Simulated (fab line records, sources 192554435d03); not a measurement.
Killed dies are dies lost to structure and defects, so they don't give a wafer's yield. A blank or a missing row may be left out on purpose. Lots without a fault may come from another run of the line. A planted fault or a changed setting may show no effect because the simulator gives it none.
Chamber matching | flow n5_finfet | N5_HKMG_FIN_ETCH_67 on rie_diel-01: 4 sister chambers
The step etches SOC in N2/H2, stops on TiN, target depth 388.9 nm. 4 wafers are shown with their chamber, then 7 later ones without.

WAFERS WITH THEIR CHAMBER
wafer  | chamber | throttle_valve_pct (%)
L075.4 | 3       | 17.78
L086.1 | 2       | 17.24
L090.1 | 0       | 17.92
L090.4 | 1       | 17.88

WAFERS WITHOUT THEIR CHAMBER
wafer  | throttle_valve_pct (%)
L090.5 | 17.94
L092.1 | 17.34
L092.4 | 17.93
L092.6 | 17.34
L094.3 | 17.28
L094.4 | 17.35
L094.6 | 17.93

WHICH CHAMBER EACH WENT THROUGH
wafer  | from the rows above          | in truth
L090.5 | can't be placed: 0 or 1 or 3 | 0
L092.1 | 2                            | 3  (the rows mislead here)
L092.4 | can't be placed: 0 or 1 or 3 | 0
L092.6 | 2                            | 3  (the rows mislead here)
L094.3 | 2                            | 2
L094.4 | 2                            | 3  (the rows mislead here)
L094.6 | can't be placed: 0 or 1 or 3 | 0
Placed correctly: 1 of 7. Can't be placed from these rows: 3 (the true chamber is among the candidates in 3). Placed wrongly: 3.
How it was worked out, from the rows above alone: a wafer's distance from a chamber is the root of the sum, over the readings, of the square of ((its reading less the chamber's mean) divided by the reading's scatter). The wafer belongs to the nearest chamber; if the next one is less than 2 further off, it can't be placed. A chamber's mean is the mean of its shown wafers. The scatter: with one shown wafer a chamber, the root of the mean of the squares of how far each hidden wafer lies from its nearest shown one.
